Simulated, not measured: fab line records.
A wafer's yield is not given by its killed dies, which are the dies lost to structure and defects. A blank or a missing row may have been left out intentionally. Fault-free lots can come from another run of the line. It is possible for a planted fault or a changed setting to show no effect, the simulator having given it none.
Split-lot experiment :: flow n5Finfet :: 39 wafers read from 7 lots, route of 1938 steps

== THE SPLIT ==
At N5_FIN_SAQP_SPACER1_ALD_24 (deposits SiO2, target thk 20.3 nm, pulse time 1 s, purge time 2 s), the setting tempC was moved away from the recipe's 300 C on 12 of the 39 wafers read, by -2.8% to +2.8%. This setting was run at the recipe's value on the other wafers.

== SPLIT TO READING: what lies between them in the file, 1 step ==
- N5_FIN_SAQP_SPACER1_ETCHBACK_25: etches SiO2 in CHF3/O2, target depth 24.4 nm, time 12.2 s

== THE READING ==
FIN_SAQP.cdNm (the simulator's own value, which no gauge read), in nm, at N5_FIN_SAQP_MANDREL1_REMOVE_56 (chemistry HBr/Cl2/O2, target a-Si, stops on SiNx, bt time 10 s). The file does not state a usual value for it. Here, 27 wafers ran the recipe; their average is 20.3 nm with a standard deviation of 0.14 nm.

wafer: L074.1
tool, chamber at the split: aldSin-01, 1,2
tempC as run, C: 300
against the recipe: recipe
FIN_SAQP.cdNm, nm: 20.4
against lot-mates on the recipe: -

wafer: L074.2
tool, chamber at the split: aldSin-01, 3
tempC as run, C: 300
against the recipe: recipe
FIN_SAQP.cdNm, nm: 20.4
against lot-mates on the recipe: -

wafer: L074.3
tool, chamber at the split: aldSin-01, 1,2
tempC as run, C: 300
against the recipe: recipe
FIN_SAQP.cdNm, nm: 20.4
against lot-mates on the recipe: -

wafer: L081.1
tool, chamber at the split: aldSin-01, 2
tempC as run, C: 300
against the recipe: recipe
FIN_SAQP.cdNm, nm: 20.2
against lot-mates on the recipe: -

wafer: L081.4
tool, chamber at the split: aldSin-01, 1
tempC as run, C: 300
against the recipe: recipe
FIN_SAQP.cdNm, nm: 20.2
against lot-mates on the recipe: -

wafer: L081.2
tool, chamber at the split: aldSin-01, 3,0,0
tempC as run, C: 295.9
against the recipe: -1.4%
FIN_SAQP.cdNm, nm: 20.6
against lot-mates on the recipe: +0.3

wafer: L081.3
tool, chamber at the split: aldSin-01, 3,0,0
tempC as run, C: 295.9
against the recipe: -1.4%
FIN_SAQP.cdNm, nm: 20.6
against lot-mates on the recipe: +0.3

wafer: L081.5
tool, chamber at the split: aldSin-01, 3,0,0
tempC as run, C: 295.9
against the recipe: -1.4%
FIN_SAQP.cdNm, nm: 20.4
against lot-mates on the recipe: +0.1

wafer: L081.6
tool, chamber at the split: aldSin-01, 1
tempC as run, C: 300
against the recipe: recipe
FIN_SAQP.cdNm, nm: 20.4
against lot-mates on the recipe: -

wafer: L084.1
tool, chamber at the split: aldSin-03, 1,2,1
tempC as run, C: 293.4
against the recipe: -2.2%
FIN_SAQP.cdNm, nm: 20.6
against lot-mates on the recipe: +0.4

wafer: L084.2
tool, chamber at the split: aldSin-03, 3
tempC as run, C: 300
against the recipe: recipe
FIN_SAQP.cdNm, nm: 20.2
against lot-mates on the recipe: -

wafer: L084.3
tool, chamber at the split: aldSin-03, 0
tempC as run, C: 300
against the recipe: recipe
FIN_SAQP.cdNm, nm: 20.2
against lot-mates on the recipe: -

wafer: L084.5
tool, chamber at the split: aldSin-03, 0
tempC as run, C: 300
against the recipe: recipe
FIN_SAQP.cdNm, nm: 20.2
against lot-mates on the recipe: -

wafer: L084.4
tool, chamber at the split: aldSin-03, 1,2,1
tempC as run, C: 293.4
against the recipe: -2.2%
FIN_SAQP.cdNm, nm: 20.8
against lot-mates on the recipe: +0.6

wafer: L084.6
tool, chamber at the split: aldSin-03, 1,2,1
tempC as run, C: 293.4
against the recipe: -2.2%
FIN_SAQP.cdNm, nm: 20.8
against lot-mates on the recipe: +0.6

wafer: L089.1
tool, chamber at the split: aldSin-01, 3,2,1,3
tempC as run, C: 300
against the recipe: recipe
FIN_SAQP.cdNm, nm: 20.2
against lot-mates on the recipe: -

wafer: L089.2
tool, chamber at the split: aldSin-01, 3,2,1,3
tempC as run, C: 300
against the recipe: recipe
FIN_SAQP.cdNm, nm: 20.2
against lot-mates on the recipe: -

wafer: L089.3
tool, chamber at the split: aldSin-01, 0
tempC as run, C: 300
against the recipe: recipe
FIN_SAQP.cdNm, nm: 20.2
against lot-mates on the recipe: -

wafer: L089.5
tool, chamber at the split: aldSin-01, 0
tempC as run, C: 300
against the recipe: recipe
FIN_SAQP.cdNm, nm: 20.2
against lot-mates on the recipe: -

wafer: L089.6
tool, chamber at the split: aldSin-01, 3,2,1,3
tempC as run, C: 300
against the recipe: recipe
FIN_SAQP.cdNm, nm: 20.2
against lot-mates on the recipe: -

wafer: L089.4
tool, chamber at the split: aldSin-01, 3,2,1,3
tempC as run, C: 300
against the recipe: recipe
FIN_SAQP.cdNm, nm: 20.4
against lot-mates on the recipe: -

wafer: L092.1
tool, chamber at the split: aldSin-04, 0,2,0
tempC as run, C: 291.7
against the recipe: -2.8%
FIN_SAQP.cdNm, nm: 21
against lot-mates on the recipe: +0.7

wafer: L092.2
tool, chamber at the split: aldSin-04, 0,2,0
tempC as run, C: 291.7
against the recipe: -2.8%
FIN_SAQP.cdNm, nm: 21
against lot-mates on the recipe: +0.7

wafer: L092.5
tool, chamber at the split: aldSin-04, 0,2,0
tempC as run, C: 291.7
against the recipe: -2.8%
FIN_SAQP.cdNm, nm: 21
against lot-mates on the recipe: +0.7

wafer: L092.3
tool, chamber at the split: aldSin-04, 3,1,1
tempC as run, C: 300
against the recipe: recipe
FIN_SAQP.cdNm, nm: 20.4
against lot-mates on the recipe: -

wafer: L092.4
tool, chamber at the split: aldSin-04, 3,1,1
tempC as run, C: 300
against the recipe: recipe
FIN_SAQP.cdNm, nm: 20.4
against lot-mates on the recipe: -

wafer: L092.6
tool, chamber at the split: aldSin-04, 3,1,1
tempC as run, C: 300
against the recipe: recipe
FIN_SAQP.cdNm, nm: 20.2
against lot-mates on the recipe: -

wafer: L093.1
tool, chamber at the split: aldSin-01, 2,3,0,3,0
tempC as run, C: 300
against the recipe: recipe
FIN_SAQP.cdNm, nm: 20.2
against lot-mates on the recipe: -

wafer: L093.3
tool, chamber at the split: aldSin-01, 2,3,0,3,0
tempC as run, C: 300
against the recipe: recipe
FIN_SAQP.cdNm, nm: 20.2
against lot-mates on the recipe: -

wafer: L093.2
tool, chamber at the split: aldSin-01, 1
tempC as run, C: 300
against the recipe: recipe
FIN_SAQP.cdNm, nm: 20.4
against lot-mates on the recipe: -

wafer: L093.6
tool, chamber at the split: aldSin-01, 2,3,0,3,0
tempC as run, C: 300
against the recipe: recipe
FIN_SAQP.cdNm, nm: 20.4
against lot-mates on the recipe: -

wafer: L093.4
tool, chamber at the split: aldSin-01, 2,3,0,3,0
tempC as run, C: 300
against the recipe: recipe
FIN_SAQP.cdNm, nm: 20
against lot-mates on the recipe: -

wafer: L093.5
tool, chamber at the split: aldSin-01, 2,3,0,3,0
tempC as run, C: 300
against the recipe: recipe
FIN_SAQP.cdNm, nm: 20
against lot-mates on the recipe: -

wafer: L095.1
tool, chamber at the split: aldSin-04, 3,2,3
tempC as run, C: 300
against the recipe: recipe
FIN_SAQP.cdNm, nm: 20.4
against lot-mates on the recipe: -

wafer: L095.6
tool, chamber at the split: aldSin-04, 3,2,3
tempC as run, C: 300
against the recipe: recipe
FIN_SAQP.cdNm, nm: 20.4
against lot-mates on the recipe: -

wafer: L095.2
tool, chamber at the split: aldSin-04, 0
tempC as run, C: 308.5
against the recipe: +2.8%
FIN_SAQP.cdNm, nm: 20.2
against lot-mates on the recipe: -0.3

wafer: L095.3
tool, chamber at the split: aldSin-04, 1,2
tempC as run, C: 308.5
against the recipe: +2.8%
FIN_SAQP.cdNm, nm: 20
against lot-mates on the recipe: -0.5

wafer: L095.5
tool, chamber at the split: aldSin-04, 1,2
tempC as run, C: 308.5
against the recipe: +2.8%
FIN_SAQP.cdNm, nm: 20
against lot-mates on the recipe: -0.5

wafer: L095.4
tool, chamber at the split: aldSin-04, 3,2,3
tempC as run, C: 300
against the recipe: recipe
FIN_SAQP.cdNm, nm: 20.6
against lot-mates on the recipe: -
Where a row lists several chambers, the file gives one row for several wafers and doesn't say which wafer went through which chamber.

FIT RESULTS
A straight line over all 39 wafers: FIN_SAQP.cdNm changes by -0.168 nm for each +1% of tempC; r = -0.82; the points scatter about the line by 0.16 nm.
The same after taking each lot's own level away (the mean of its wafers on the recipe; 39 wafers): -0.197 nm for each +1%; r = -0.92; scatter 0.11 nm.
On that fit, the largest move of tempC shifts the reading by 0.56 nm.
From 20.20 to 20.47 nm: that is the span of the lots' own levels, equal to 2.0 times the standard deviation above.
In other words, the slope is changed by the lot-to-lot level; the two fits disagree.
Check: -0.585 nm against its lot-mates is what the line predicts for one of the wafers moved furthest among these (+2.8%) when that wafer is left out of the fit. Against them it came out at -0.267 nm.

== THE OTHER SPLITS THESE WAFERS WENT THROUGH ==
Other splits were also applied to these wafers ahead of the reading. Each is held against what the fit with the lots' levels taken away leaves over:
other split on the same wafers: N5_WELL_APT_IMPLANT_15 energyKev
wafers away from the commonest value: 18
r with FIN_SAQP.cdNm (lot level and that fit taken away): -0.03

== THE WHOLE CHAIN: every reading that the file lists as answering this split, in the file's order ==
step: N5_FIN_SAQP_SPACER1_ALD_24
what it does: deposits SiO2, target thk 20.3 nm, pulse time 1 s, purge time 2 s
reading: SiO2_of_FIN_SAQP_SPACER1_ALD_24.thkNm (the simulator's own value, which no gauge read)
change (the file's fit): -0.185 nm for each +1% of the setting
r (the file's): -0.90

step: N5_FIN_SAQP_MANDREL1_REMOVE_56
what it does: chemistry HBr/Cl2/O2, target a-Si, stops on SiNx, bt time 10 s
reading: FIN_SAQP.cdNm (the simulator's own value, which no gauge read)
change (the file's fit): -0.202 nm for each +1% of the setting
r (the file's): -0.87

== FILE'S OWN FIT ==
FIN_SAQP.cdNm changes by -0.202 nm for each +1% of tempC, r = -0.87.
